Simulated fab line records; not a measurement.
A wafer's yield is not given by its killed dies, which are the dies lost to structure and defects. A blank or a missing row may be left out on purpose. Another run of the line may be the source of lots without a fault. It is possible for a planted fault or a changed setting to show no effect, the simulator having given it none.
Which tool is to blame?	flow n5 finfet	Sampling: 11 lots, 32 wafers, 7 of 1938 route steps

== WHAT THE GAUGES READ, wafer by wafer ==
N5_BEOL_M6_RS_MEAS_57: measurement is done with a four-point probe. Usual: M6_RS gives 0.289 ohm/sq (standard deviation 0.007).
lot	measured	on	M6_RS (ohm/sq)	flag
L434	day 8 17:22	film metro-02	0.287 0.284 0.299	
L437	day 9 10:59	film metro-02	0.291 0.285	
L438	day 9 18:44	film metro-01	0.298 0.282 0.294	
L440	day 10 02:34	film metro-01	0.292 0.296 0.285	
L439	day 10 05:20	film metro-01	0.287 0.292 0.285	
L441	day 10 09:28	film metro-02	0.284 0.289 0.287	
L442	day 10 10:54	film metro-01	0.276 0.299 0.291	
L452	day 13 08:58	film metro-01	0.282 0.290 0.298	
L453	day 13 13:49	film metro-02	0.292 0.298 0.290	
L454	day 13 18:14	film metro-01	0.296 0.293 0.280	
L455	day 13 20:54	film metro-02	0.292 0.286 0.290	

N5_BEOL_M6_INSPECT_58: inspects for defects (darkfield). Usual: 70 for raw defect count, sd 22.
lot	measured	on	raw defect count	flag
L434	day 8 17:24	defect inspect-02	65 68 41	
L437	day 9 11:01	defect inspect-02	58 68	
L438	day 9 18:46	defect inspect-01	54 50 57	
L440	day 10 02:35	defect inspect-01	74 65 71	
L439	day 10 05:22	defect inspect-02	71 76 68	
L441	day 10 09:29	defect inspect-01	71 117 117	
L442	day 10 10:55	defect inspect-01	75 100 103	
L452	day 13 09:00	defect inspect-02	652 688 653	OFF
L453	day 13 13:51	defect inspect-02	673 668 700	OFF
L454	day 13 18:16	defect inspect-01	68 59 72	
L455	day 13 20:55	defect inspect-01	81 65 78	

N5_BEOL_M7_INSPECT_13: inspects for defects (brightfield). Usual: 431 for raw defect count, sd 84.
lot	measured	on	raw defect count	flag
L434	day 8 18:32	defect inspect-01	393 297 342	
L437	day 9 13:29	defect inspect-02	423 358	
L438	day 9 21:32	defect inspect-02	352 407 385	
L440	day 10 04:39	defect inspect-02	436 344 468	
L439	day 10 07:58	defect inspect-01	412 420 426	
L441	day 10 10:46	defect inspect-02	683 504 516	
L442	day 10 12:57	defect inspect-01	436 413 465	
L452	day 13 12:09	defect inspect-02	933 979 900	OFF
L453	day 13 16:41	defect inspect-01	1016 992 1106	OFF
L454	day 13 20:09	defect inspect-01	437 587 626	
L455	day 13 23:38	defect inspect-02	381 451 383	

N5_BEOL_M7_INSPECT_30: inspects for defects (brightfield). Usual: 433 for raw defect count, sd 85.
lot	measured	on	raw defect count	flag
L434	day 8 19:27	defect inspect-01	400 300 362	
L437	day 9 15:42	defect inspect-01	430 397	
L438	day 10 00:59	defect inspect-01	374 445 424	
L440	day 10 06:42	defect inspect-02	442 340 488	
L439	day 10 08:52	defect inspect-02	413 427 372	
L441	day 10 12:23	defect inspect-01	732 530 511	
L442	day 10 14:26	defect inspect-01	435 436 447	
L452	day 13 15:35	defect inspect-01	948 979 919	OFF
L453	day 13 17:35	defect inspect-01	998 995 1141	OFF
L454	day 13 22:26	defect inspect-01	433 600 602	
L455	day 14 02:53	defect inspect-02	399 411 395	

== WHICH TOOL RAN EACH LOT (tool, then ch and the chambers of the sampled wafers, then the start) ==
lot	N5_BEOL_M6_SPUTTER_48	N5_BEOL_M6_PRE_CLEAN_55	N5_BEOL_M6_DEP_56
L434	pvd sputter-01, day 8 16:25	pecvd-01 ch 0,2, day 8 17:17	pecvd-01 ch 0,2, day 8 17:18
L437	pvd sputter-01, day 9 10:01	pecvd-01 ch 1, day 9 10:52	pecvd-01 ch 1, day 9 10:54
L438	pvd sputter-03, day 9 17:47	pecvd-01 ch 0,1, day 9 18:37	pecvd-01 ch 0,1, day 9 18:39
L440	pvd sputter-01, day 10 01:35	pecvd-01 ch 0,1, day 10 02:26	pecvd-01 ch 0,1, day 10 02:28
L439	pvd sputter-02, day 10 03:31	pecvd-03 ch 0,1,2, day 10 05:15	pecvd-03 ch 0,1,2, day 10 05:17
L441	pvd sputter-01, day 10 08:29	pecvd-01 ch 0,1, day 10 09:20	pecvd-01 ch 0,1, day 10 09:22
L442	pvd sputter-01, day 10 08:45	pecvd-01 ch 0,1, day 10 10:46	pecvd-01 ch 0,1, day 10 10:49
L452	pvd sputter-03, day 13 08:02	pecvd-01 ch 0,2, day 13 08:53	pecvd-01 ch 0,2, day 13 08:55
L453	pvd sputter-03, day 13 12:50	pecvd-01 ch 0,1, day 13 13:44	pecvd-01 ch 0,1, day 13 13:45
L454	pvd sputter-03, day 13 17:09	pecvd-02 ch 0,1,2, day 13 18:08	pecvd-02 ch 0,1,2, day 13 18:10
L455	pvd sputter-03, day 13 19:56	pecvd-02 ch 1,2, day 13 20:48	pecvd-02 ch 1,2, day 13 20:50
- N5_BEOL_M6_SPUTTER_48: material Cu, target thk 10 nm, time 1.667 s.
- N5_BEOL_M6_PRE_CLEAN_55: time 15 s.
- N5_BEOL_M6_DEP_56: deposits SiCN from 3MS/NH3, target thk 10 nm, time 17.5 s.

== AS READ BY THE TOOLS THEMSELVES (means over the sampled wafers that have a number; for cases with no such wafer, the mark the record gives instead) ==
N5_BEOL_M6_SPUTTER_48. Usual: 30.1 % for throttle valve pct, sd 1.1.
lot	tool	throttle valve pct (%)	flag
L434	pvd sputter-01	30.2	
L437	pvd sputter-01	30.1	
L438	pvd sputter-03	31.2	
L440	pvd sputter-01	30.5	
L439	pvd sputter-02	28.0	
L441	pvd sputter-01	30.5	
L442	pvd sputter-01	30.2	
L452	pvd sputter-03	30.6	
L453	pvd sputter-03	30.0	
L454	pvd sputter-03	30.8	
L455	pvd sputter-03	30.8	

N5_BEOL_M6_DEP_56. Usual: showerhead plenum p Torr 3.658 Torr, standard deviation 0.0082; throttle valve pct 9.0 %, standard deviation 0.85.
lot	tool	showerhead plenum p Torr (Torr)	throttle valve pct (%)	flag
L434	pecvd-01	3.666	8.5	
L437	pecvd-01	3.654	10.4	
L438	pecvd-01	3.653	9.0	
L440	pecvd-01	3.657	9.7	
L439	pecvd-03	3.654	8.8	
L441	pecvd-01	3.651	9.7	
L442	pecvd-01	3.657	9.7	
L452	pecvd-01	3.671	8.0	
L453	pecvd-01	3.651	9.1	
L454	pecvd-02	3.656	8.9	
L455	pecvd-02	3.662	9.1	

== THE ANSWER, worked out from the rows above alone ==
Rule: a lot counts as off when the mean over its wafers that have a number is more than 3 standard deviations away from the usual mean. Also off: a lot with no number at a reading for which 4 or more lots have one. The other lots that the step has rows for count as sound. The gauges are gone through in route order, then the tools' own readings, and for those a lot's mean is taken as printed above. At the first step where some lot is off, the reading lying furthest off is the one used; lots without a number count as furthest.
Off: L452, L453 (N5_BEOL_M6_INSPECT_58, raw defect count).
A tool fits if, at a process step before that reading, it ran every lot that is off, and no sound lot after the first of them. Not tried: the gauges at N5_BEOL_M6_INSPECT_58; whatever is off there is also off at N5_BEOL_M7_INSPECT_30, on other tools, and gauge error can't account for it. One fits: N5_BEOL_M6_PRE_CLEAN_55 and N5_BEOL_M6_DEP_56 on pecvd-01. At N5_BEOL_M6_PRE_CLEAN_55 its last sound lot is L442 (day 10 10:46), its first lot that is off L452 (day 13 08:53): a fault that began between those two fits.

== WHAT WAS PUT IN BY THE SIMULATOR ==
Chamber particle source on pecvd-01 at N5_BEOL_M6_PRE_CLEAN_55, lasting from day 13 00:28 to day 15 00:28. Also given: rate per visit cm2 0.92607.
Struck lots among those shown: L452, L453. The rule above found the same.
